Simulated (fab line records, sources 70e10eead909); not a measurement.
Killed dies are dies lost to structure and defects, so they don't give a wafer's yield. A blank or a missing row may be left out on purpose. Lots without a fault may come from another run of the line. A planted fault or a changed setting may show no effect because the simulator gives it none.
fab line records | flow nand_harc | part 1 of 2: steps 1 to 4 of 6
record lots=20 wafers=60 last_day=24
route steps=1159 shown A_CHANNEL_HOLE_D1@483 A_CHANNEL_FILL_D1@500 A_STAIRCASE@587
lots that met no fault: from a run of the same line without faults
start_h: hours from the record's first day to the start of the lot's first wafer shown | wait_h: hours since the lot's step before | " the same as in the row above | L1.1+2: a row that stands for several wafers | - no value, or no start given | * or withheld: withheld | < > ~ a bound
route shown NAME@n: a module of which the file shows steps, and the number in the route of the first | usual: mean/standard deviation of fault-free wafers | same: alike in all rows | chamber/n: place in a boat | sites: the reading at each site | _std_site: their standard deviation | _edge_site: outer sites' mean less inner sites' | radius_mm: how far each site lies from the wafer's centre | mask NAME#n: copy n | behind: the tool/chamber that last shaped the wafer | hold: why the lot was held/for how many hours/how that ended | device: the transistor (n, p or np) that didn't switch | end of line: the same wafers' tests at the end of the route | a step without rows: its recipe alone | killed: dies lost to structure and defects at the first sort, not the wafer's yield | map: a wafer's dies, x killed, . not, _ none there
set.NAME: the setting as run; set.NAME@STEP: as run at that earlier step | model.NAME: the simulator's own value behind a step, which no gauge read
steps of the route over a sample of lots; a table a step, a row a wafer
services: from which hour (start_h, from the record's first day; less than 0 if before it) a tool's chamber was out of use, for how many hours, and why
## steps
# step NHARC_A_CHANNEL_HOLE_D1_ETCH_44
# recipe target_depth_a=1400 overetch_a=140 time_s=77 ion_energy_ev=100 cf4_flow_sccm=80 o2_flow_sccm=20 ar_flow_sccm=0 rf_w=300 bias_w=100 chemistry=CF4/O2
# usual bias_w=100.00/0.28 drypump_motor_current_A=5.7/0.53 mfc_ar_sccm=0.005/0.0069 o2_flow_sccm=20.01/0.051 oes_product_au=0.999/0.0069 rf_vpp_V=197.7/0.93 showerhead_plenum_p_Torr=1.326/0.027 throttle_valve_pct=13.398/0.01
# columns lot.wafer tool chamber start_h wait_h bias_w drypump_motor_current_A mfc_ar_sccm o2_flow_sccm oes_product_au rf_hours_counter_h rf_vpp_V showerhead_plenum_p_Torr throttle_valve_pct
L075.1 rie_diel-03 3 189.65 0.0 99.87 5.4 0 19.98 0.998 8 197.0 1.343 13.413
L075.3 " 1 " " 100.23 5.9 0 20.08 0.996 9 196.9 1.315 13.398
L075.6 " 3 " " 100.45 5.4 0 20.07 1.007 - 199.6 1.343 13.380
L076.2 rie_diel-09 0 190.06 0.1 100.13 6.0 0 19.99 0.991 9 197.6 1.289 13.401
L076.3 " 1 " " 100.03 6.0 0 20.03 0.995 6 198.1 1.295 13.405
L076.5 " 1 " " 100.00 6.1 0 20.00 0.997 - 198.1 1.294 13.401
L077.3 rie_diel-09 1 203.35 0.1 99.97 6.1 0 19.87 0.992 7 197.5 1.294 13.416
L077.1 " 2 " " 99.64 6.2 0.010 19.99 0.998 9 196.9 1.321 13.402
L077.5 " 1 " " 99.70 6.1 0 19.93 0.996 - 196.8 1.294 13.405
L078.3 rie_diel-03 0 204.28 0.1 99.91 4.9 0.012 20.09 1.010 9 198.4 1.361 13.397
L078.5 " 2 " " 99.68 4.9 0 20.08 1.014 - 198.2 1.343 13.401
L078.6 " 3 " " 100.24 5.5 0 20.04 1.016 - 197.9 1.344 13.390
L079.1 rie_diel-07 0 211.94 0.0 100.17 5.8 0.010 19.96 0.997 11 196.9 1.296 13.396
L079.2 " 2 " " 99.46 5.2 0.020 19.96 1.007 11 198.3 1.336 13.405
L079.3 " 3 " " 99.99 6.7 0 20.02 0.995 11 197.4 1.291 13.407
L081.4 rie_diel-07 0 219.87 0.1 100.02 5.8 0.010 20.11 0.993 12 196.5 1.296 13.388
L081.6 " 3 " " 99.55 6.7 0 20.02 0.999 - 197.0 1.290 13.383
L081.5 " 0 " " 99.98 5.8 0.010 20.04 1.012 - 197.4 1.296 13.385
L083.3 rie_diel-03 3 237.39 0.1 99.56 5.4 0 20.03 1.009 1 197.8 1.343 13.400
L083.2 " 2 " " 100.23 5.0 0 19.99 1.003 1 198.2 1.343 13.404
L083.4 " 1 " " 99.48 5.9 0 19.98 0.996 - 198.8 1.314 13.408
L082.3 rie_diel-07 3 238.40 0.0 99.75 6.7 0 19.91 0.994 0 196.2 1.290 13.388
L082.4 " 2 " " 100.03 5.2 0.020 20.02 0.998 0 198.0 1.336 13.398
L082.6 " 3 " " 100.26 6.7 0 19.95 0.989 - 197.6 1.290 13.395
L085.3 rie_diel-07 2 253.55 0.1 99.89 5.2 0.020 20.07 1.006 2 196.3 1.335 13.388
L085.1 " 3 " " 100.09 6.7 0 19.94 1.007 1 197.9 1.289 13.387
L085.5 " 2 " " 99.98 5.2 0.020 20.11 1.010 - 197.6 1.335 13.406
L086.1 rie_diel-03 0 263.35 0.1 100.33 4.9 0.012 19.96 0.998 2 198.3 1.361 13.396
L086.3 " 3 " " 99.90 5.5 0 19.90 1.009 3 197.4 1.342 13.407
L086.5 " 0 " " 100.38 4.9 0.012 19.98 1.002 - 199.5 1.360 13.394
L087.2 rie_diel-07 1 264.45 0.1 99.67 5.6 0 19.99 0.990 3 197.2 1.330 13.396
L087.3 " 2 " " 100.24 5.2 0.020 19.98 1.005 3 197.0 1.335 13.387
L087.5 " 1 " " 99.83 5.6 0 20.04 0.990 - 197.6 1.330 13.388
L084.3 rie_diel-03 0 271.64 0.1 100.43 4.9 0.012 20.03 0.988 3 198.6 1.361 13.414
L084.2 " 1 " " 99.81 5.9 0 20.07 1.005 3 197.7 1.314 13.401
L084.4 " 2 " " 100.38 5.0 0 20.06 0.991 3 199.4 1.343 13.398
L089.3 rie_diel-07 0 271.87 0.1 99.97 5.8 0.010 20.07 1.003 3 196.8 1.295 13.398
L089.4 " 3 " " 99.87 6.6 0 20.00 1.004 3 196.0 1.289 13.399
L089.5 " 0 " " 100.32 5.8 0.010 20.03 1.010 - 197.5 1.295 13.399
L088.3 rie_diel-03 3 275.78 0.1 100.33 5.4 0 19.96 0.993 4 197.6 1.342 13.398
L088.1 " 0 " " 99.75 4.9 0.012 20.01 0.992 3 198.6 1.361 13.392
L088.6 " 2 " " 99.73 5.0 0 19.97 0.987 - 197.8 1.343 13.386
L090.2 rie_diel-03 0 282.19 0.1 100.31 4.9 0.012 19.98 1.002 4 198.8 1.361 13.408
L090.3 " 1 " " 99.83 5.9 0 20.02 1.001 4 198.5 1.313 13.401
L090.1 " 3 " " 99.99 5.4 0 20.06 1.008 4 198.1 1.342 13.399
L094.3 rie_diel-07 3 291.72 0.1 99.59 6.7 0 19.99 0.997 5 196.8 1.289 13.398
L094.1 " 2 " " 100.00 5.2 0.020 19.96 0.997 4 198.7 1.335 13.390
L094.5 " 3 " " 99.66 6.7 0 19.94 0.994 - 196.5 1.289 13.393
L091.4 rie_diel-09 2 294.80 0.1 99.97 6.3 0.010 19.91 0.993 3 196.4 1.319 13.414
L091.5 " 0 " " 100.06 6.1 0 20.04 0.994 - 196.3 1.287 13.402
L091.6 " 1 " " 100.13 6.1 0 19.91 0.981 - 195.9 1.293 13.397
L092.1 rie_diel-03 3 299.89 0.1 99.62 5.5 0 20.10 1.010 5 198.9 1.342 13.388
L092.2 " 2 " " 99.93 5.0 0 20.07 0.998 4 197.3 1.343 13.411
L092.6 " 3 " " 99.85 5.4 0 20.04 1.001 - 197.5 1.342 13.393
L096.4 rie_diel-03 3 312.52 0.0 99.93 5.4 0 20.04 1.001 6 196.7 1.342 13.390
L096.3 " 0 " " 99.76 4.9 0.012 20.01 0.997 5 198.1 1.360 13.422
L096.1 " 2 " " 100.69 5.0 0 20.02 0.989 5 196.5 1.342 13.410
L097.3 rie_diel-07 0 316.69 0.1 99.80 5.8 0.010 19.91 1.007 6 197.3 1.295 13.407
L097.2 " 1 " " 100.37 5.7 0 20.10 0.990 5 198.4 1.329 13.391
L097.6 " 1 " " 99.98 5.6 0 20.05 0.998 - 197.5 1.329 13.408
# step NHARC_A_CHANNEL_HOLE_D1_XSEM_31
# recipe landing_energy_ev=35000
# usual bot_cd_nm=74.6/1.1 bow_nm=8.60/0.21 tilt_deg=0.09/0.035
# columns lot.wafer tool chamber start_h wait_h bot_cd_nm bow_nm tilt_deg
L075.1 xsem-01 0 190.53 0.1 75.0 8.52 0.11
L075.3 " 0 " " 74.0 8.59 0.11
L075.6 " 0 " " 75.2 8.58 0.11
L076.2 xsem-02 0 191.08 0.1 72.9 8.78 0.04
L076.3 " 0 " " 74.8 8.87 0.04
L076.5 " 0 " " 74.5 8.86 0.04
L077.1 xsem-01 0 204.22 0.1 72.1 8.65 0.06
L077.3 " 0 " " 73.9 8.73 0.06
L077.5 " 0 " " 74.8 8.70 0.06
L078.3 xsem-02 0 205.16 0.1 74.1 8.52 0.05
L078.5 " 0 " " 74.4 8.57 0.05
L078.6 " 0 " " 73.8 8.61 0.05
L079.1 xsem-01 0 212.86 0.1 74.6 8.36 0.11
L079.2 " 0 " " 75.3 8.20 0.12
L079.3 " 0 " " 73.6 8.26 0.12
L081.4 xsem-02 0 220.79 0.1 74.6 8.28 0.04
L081.5 " 0 " " 74.7 8.28 0.04
L081.6 " 0 " " 73.5 8.31 0.04
L083.2 xsem-02 0 238.42 0.1 74.0 8.55 0.07
L083.3 " 0 " " 74.1 8.66 0.07
L083.4 " 0 " " 74.3 8.61 0.07
L082.3 xsem-01 0 239.30 0.1 74.2 8.71 0.08
L082.4 " 0 " " 74.2 8.65 0.08
L082.6 " 0 " " 74.2 8.69 0.08
L085.1 xsem-02 0 254.43 0.1 77.0 8.55 0.12
L085.3 " 0 " " 75.5 8.56 0.11
L085.5 " 0 " " 76.0 8.55 0.12
L086.1 xsem-01 0 264.22 0.1 74.6 8.60 0.08
L086.3 " 0 " " 75.3 8.70 0.08
L086.5 " 0 " " 74.8 8.59 0.08
L087.2 xsem-02 0 265.37 0.1 75.9 8.81 0.09
L087.3 " 0 " " 74.7 8.78 0.09
L087.5 " 0 " " 74.8 8.85 0.09
L084.2 xsem-01 0 272.52 0.1 74.3 8.49 0.14
L084.3 " 0 " " 75.0 8.46 0.14
L084.4 " 0 " " 73.8 8.54 0.14
L089.3 xsem-02 0 272.78 0.1 76.0 8.73 0.08
L089.4 " 0 " " 74.8 8.72 0.08
L089.5 " 0 " " 76.4 8.80 0.08
L088.1 xsem-01 0 276.66 0.1 73.6 8.69 0.01
L088.3 " 0 " " 75.1 8.61 0.01
L088.6 " 0 " " 74.8 8.65 0.01
L090.1 xsem-02 0 283.09 0.1 75.2 8.21 0.06
L090.2 " 0 " " 74.9 8.25 0.06
L090.3 " 0 " " 74.6 8.25 0.06
L094.1 xsem-02 0 292.61 0.1 76.0 8.75 0.13
L094.3 " 0 " " 74.2 8.76 0.13
L094.5 " 0 " " 74.8 8.83 0.12
L091.4 xsem-01 0 295.68 0.1 73.2 8.90 0.14
L091.5 " 0 " " 73.5 8.84 0.14
L091.6 " 0 " " 75.0 8.90 0.14
L092.1 xsem-02 0 300.79 0.1 73.5 8.63 0.08
L092.2 " 0 " " 73.9 8.56 0.08
L092.6 " 0 " " 74.5 8.66 0.08
L096.1 xsem-01 0 313.41 0.1 75.2 8.60 0.13
L096.3 " 0 " " 75.7 8.51 0.13
L096.4 " 0 " " 73.8 8.48 0.13
L097.2 xsem-02 0 317.57 0.1 76.2 8.20 0.09
L097.3 " 0 " " 75.4 8.21 0.09
L097.6 " 0 " " 76.9 8.15 0.09
# step NHARC_A_CHANNEL_FILL_D1_ETCHBACK_20
# recipe target_depth_a=270 time_s=13.5 c4f8_flow_sccm=withheld o2_flow_sccm=8 ar_flow_sccm=withheld rf_w=600 bias_w=1500 chemistry=C4F8/O2/Ar
# usual bias_w=1500/4.4 oes_product_au=0.97/0.036 rf_vpp_V=981/5.1
# columns lot.wafer tool chamber start_h wait_h bias_w oes_product_au rf_hours_counter_h rf_vpp_V
L076.2 rie_diel-06 2 219.26 - 1498 0.94 5 980
L076.3 " 0 " " 1497 0.93 5 986
L076.5 " 2 " " 1492 0.93 - 981
L075.1 rie_diel-01 2 219.27 - 1496 1.00 2 982
L075.3 " 0 " " 1501 1.01 1 977
L075.6 " 3 " " 1495 1.02 - 972
L078.3 rie_diel-06 3 231.12 - 1500 0.93 5 984
L078.6 " 1 " " 1500 0.92 - 987
L078.5 " 2 " " 1491 0.93 - 978
L077.1 rie_diel-02 1 231.13 - 1510 1.00 16 982
L077.3 " 0 " " 1490 1.01 17 987
L077.5 " 2 " " 1501 1.00 - 969
L079.1 rie_diel-02 2 240.09 - 1502 1.00 16 970
L079.3 " 3 " " 1499 1.00 18 984
L079.2 " 0 " " 1498 1.00 18 987
L081.4 rie_diel-01 1 245.25 - 1496 0.93 2 982
L081.6 " 3 " " 1505 0.92 - 972
L081.5 " 0 " " 1495 0.92 - 978
L083.4 rie_diel-02 1 265.61 - 1493 0.92 21 981
L083.2 " 2 " " 1500 0.94 20 970
L083.3 " 0 " " 1499 0.93 23 987
L082.4 rie_diel-06 2 265.62 - 1501 1.00 0 980
L082.3 " 0 " " 1502 1.00 1 986
L082.6 " 2 " " 1514 1.00 - 979
L085.3 rie_diel-06 2 278.72 - 1495 0.93 0 980
L085.1 " 1 " " 1497 0.93 0 987
L085.5 " 3 " " 1499 0.93 - 984
L086.1 rie_diel-01 0 288.62 - 1501 0.93 3 977
L086.3 " 3 " " 1499 0.93 3 971
L086.5 " 0 " " 1504 0.92 - 977
L087.2 rie_diel-06 2 288.65 - 1500 0.99 1 979
L087.3 " 0 " " 1495 0.98 1 985
L087.5 " 1 " " 1493 0.98 - 987
L089.4 rie_diel-06 2 296.94 - 1493 1.00 1 980
L089.3 " 0 " " 1495 1.00 1 985
L089.5 " 2 " " 1502 0.99 - 978
L084.3 rie_diel-01 2 296.94 - 1504 0.93 4 984
L084.2 " 0 " " 1504 0.93 3 979
L084.4 " 0 " " 1505 0.93 - 977
L088.3 rie_diel-06 0 301.85 - 1506 1.00 2 985
L088.1 " 3 " " 1500 0.99 1 984
L088.6 " 0 " " 1498 0.99 - 986
L090.2 rie_diel-01 2 307.54 - 1495 1.01 4 982
L090.1 " 3 " " 1501 1.00 3 970
L090.3 " 0 " " 1497 1.00 3 976
L094.3 rie_diel-02 1 315.68 - 1503 0.92 31 981
L094.1 " 3 " " 1506 0.92 32 984
L094.5 " 1 " " 1493 0.92 - 980
L091.4 rie_diel-06 1 320.04 - 1504 1.00 2 985
L091.6 " 2 " " 1496 0.99 - 979
L091.5 " 3 " " 1502 1.00 - 983
L092.2 rie_diel-06 2 326.84 - 1498 0.98 2 981
L092.1 " 3 " " 1501 0.99 2 983
L092.6 " 1 " " 1503 0.99 - 985
L096.1 rie_diel-01 1 338.13 - 1498 1.01 0 981
L096.3 " 3 " " 1502 1.00 1 971
L096.4 " 0 " " 1501 1.01 1 977
L097.3 rie_diel-01 3 344.45 - 1497 1.00 1 971
L097.2 " 1 " " 1503 1.01 1 982
L097.6 " 3 " " 1504 1.00 - 970
# step NHARC_A_CHANNEL_FILL_D1_CMP_10
# recipe target_thk_nm=150
# usual edge_zone_pressure_frac=1.000/0.0053 motor_current_A=12.0/1.2 time_to_endpoint_s=13.8/1.7
# columns lot.wafer tool chamber start_h wait_h edge_zone_pressure_frac motor_current_A time_to_endpoint_s
L076.2 cmp-03 2 242.31 0.4 1.004 13.9 13.6
L076.3 " 3 " " 0.998 12.2 15.7
L076.5 " 3 " " 0.992 12.0 15.3
L075.1 cmp-01 1 242.36 0.4 1.001 10.6 12.7
L075.3 " 2 " " 1.006 11.4 12.8
L075.6 " 1 " " 0.997 11.1 15.1
L078.3 cmp-04 3 254.61 0.4 0.996 10.8 15.4
L078.5 " 2 " " 1.000 14.1 13.7
L078.6 " 3 " " 0.989 10.9 13.8
L077.3 cmp-01 1 254.61 0.4 1.000 11.0 13.4
L077.1 " 3 " " 1.014 13.1 14.3
L077.5 " 0 " " 1.003 10.9 14.1
L079.3 cmp-04 1 263.79 0.4 1.002 11.5 12.0
L079.1 " 2 " " 0.996 13.7 12.9
L079.2 " 3 " " 0.996 11.3 13.4
L081.4 cmp-03 1 268.83 0.4 1.002 11.7 14.5
L081.6 " 1 " " 1.000 10.9 16.3
L081.5 " 2 " " 1.009 14.1 14.7
L083.4 cmp-01 2 288.91 0.4 1.003 10.8 14.5
L083.3 " 3 " " 1.002 13.6 16.8
L083.2 " 1 " " 0.995 11.4 14.5
L082.4 cmp-04 2 288.96 0.4 1.002 13.9 13.9
L082.3 " 3 " " 0.999 10.9 11.1
L082.6 " 1 " " 1.004 10.9 10.9
L085.1 cmp-03 2 301.57 0.4 0.996 13.7 12.8
L085.3 " 3 " " 0.996 12.0 13.9
L085.5 " 2 " " 0.999 13.4 13.5
L087.2 cmp-03 1 311.97 0.4 0.998 11.3 13.5
L087.3 " 3 " " 1.000 12.3 15.5
L087.5 " 2 " " 0.991 14.2 11.6
L086.3 cmp-04 3 312.03 0.4 1.004 10.8 11.4
L086.1 " 0 " " 1.005 13.3 12.2
L086.5 " 2 " " 0.999 14.3 16.4
L084.3 cmp-01 3 320.01 0.4 1.005 13.3 13.9
L084.2 " 0 " " 1.011 10.9 12.4
L084.4 " 2 " " 1.006 10.6 13.5
L089.3 cmp-04 0 320.04 0.4 0.997 13.5 13.5
L089.4 " 1 " " 1.001 11.9 10.5
L089.5 " 0 " " 1.000 13.6 14.1
L088.1 cmp-04 2 325.02 0.4 0.988 13.5 14.3
L088.3 " 3 " " 0.997 10.6 14.1
L088.6 " 1 " " 1.000 10.8 14.4
L090.1 cmp-01 3 330.58 0.4 1.007 12.2 14.2
L090.2 " 0 " " 0.996 11.9 13.7
L090.3 " 1 " " 0.997 11.2 13.9
L091.4 cmp-01 3 342.30 0.4 1.004 13.3 12.9
L091.6 " 2 " " 1.009 11.5 10.6
L091.5 " 3 " " 0.995 13.5 10.9
L094.1 cmp-04 2 342.38 0.5 0.996 14.5 14.7
L094.3 " 0 " " 0.996 13.2 14.6
L094.5 " 1 " " 1.003 11.3 14.6
L092.2 cmp-01 1 349.76 0.4 0.986 11.3 14.3
L092.1 " 3 " " 0.989 13.6 14.9
L092.6 " 2 " " 1.004 10.9 13.0
L096.4 cmp-03 0 361.46 0.4 0.997 11.1 16.0
L096.1 " 1 " " 0.997 11.4 15.9
L096.3 " 2 " " 0.997 13.4 12.7
L097.2 cmp-01 0 368.58 0.4 0.998 11.6 13.9
L097.3 " 2 " " 1.011 11.1 11.7
L097.6 " 0 " " 0.998 11.9 14.3
